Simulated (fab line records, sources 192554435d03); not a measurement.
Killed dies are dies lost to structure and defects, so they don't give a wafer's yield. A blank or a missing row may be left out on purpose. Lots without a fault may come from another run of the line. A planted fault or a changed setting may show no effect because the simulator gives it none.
Chamber matching | flow n5_finfet | N5_DUMMY_REMOVAL_STRIP_10 on rie_diel-04: 4 sister chambers
The step strips in N2/H2, time 40 s. 18 wafers are shown with their chamber, then 9 later ones without.

WAFERS WITH THEIR CHAMBER
wafer  | chamber | oes_product_au (a.u.) | showerhead_plenum_p_Torr (Torr) | throttle_valve_pct (%)
L075.2 | 3       | 0.94                  | 3.32                            | 11.92
L075.5 | 1       | 0.83                  | 3.29                            | 12.18
L075.6 | 2       | 0.73                  | 3.34                            | 12.12
L078.1 | 2       | 0.72                  | 3.34                            | 12.14
L078.2 | 0       | 0.73                  | 3.38                            | 12.43
L078.6 | 2       | 0.72                  | 3.34                            | 12.13
L083.3 | 1       | 0.82                  | 3.28                            | 12.21
L083.4 | 2       | 0.71                  | 3.34                            | 12.15
L083.5 | 1       | 0.82                  | 3.28                            | 12.20
L085.1 | 3       | 0.92                  | 3.31                            | 11.95
L085.3 | 2       | 0.71                  | 3.33                            | 12.17
L085.6 | 0       | 0.72                  | 3.38                            | 12.46
L086.1 | 2       | 0.71                  | 3.33                            | 12.15
L086.5 | 2       | 0.71                  | 3.33                            | 12.18
L086.6 | 3       | 0.92                  | 3.31                            | 11.97
L087.1 | 3       | 0.91                  | 3.31                            | 11.95
L087.2 | 1       | 0.81                  | 3.28                            | 12.22
L087.5 | 1       | 0.82                  | 3.28                            | 12.23

SIGNATURES (means of the wafers above)
reading                  | chamber 0 | chamber 1 | chamber 2 | chamber 3 | scatter within a chamber
oes_product_au           | 0.7250    | 0.8200    | 0.7157    | 0.9225    | 0.00885
showerhead_plenum_p_Torr | 3.3800    | 3.2820    | 3.3357    | 3.3125    | 0.00483
throttle_valve_pct       | 12.4450   | 12.2080   | 12.1486   | 11.9475   | 0.0205
Rule: a wafer's distance from a chamber is the root of the sum, over the readings, of the square of ((its reading less the chamber's mean) divided by the reading's scatter). The wafer belongs to the nearest chamber; if the next one is less than 2 further off, it can't be placed. The scatter: the root of (the sum of the squares of (reading less its chamber's mean) over the shown wafers, divided by (wafers less chambers)).

WAFERS WITHOUT THEIR CHAMBER
wafer  | oes_product_au (a.u.) | showerhead_plenum_p_Torr (Torr) | throttle_valve_pct (%)
L091.3 | 0.71                  | 3.37                            | 12.49
L091.5 | 0.90                  | 3.31                            | 11.97
L091.6 | 0.71                  | 3.33                            | 12.17
L092.1 | 0.81                  | 3.27                            | 12.24
L092.3 | 0.72                  | 3.37                            | 12.49
L092.5 | 0.71                  | 3.37                            | 12.49
L095.3 | 0.89                  | 3.31                            | 11.97
L095.5 | 0.71                  | 3.37                            | 12.51
L095.6 | 0.80                  | 3.27                            | 12.27

WHICH CHAMBER EACH WENT THROUGH
wafer  | from the rows above | in truth
L091.3 | 0                   | 0
L091.5 | 3                   | 3
L091.6 | 2                   | 2
L092.1 | 1                   | 1
L092.3 | 0                   | 0
L092.5 | 0                   | 0
L095.3 | 3                   | 3
L095.5 | 0                   | 0
L095.6 | 1                   | 1
Placed correctly: 9 of 9. Can't be placed from these rows: 0. Placed wrongly: 0.
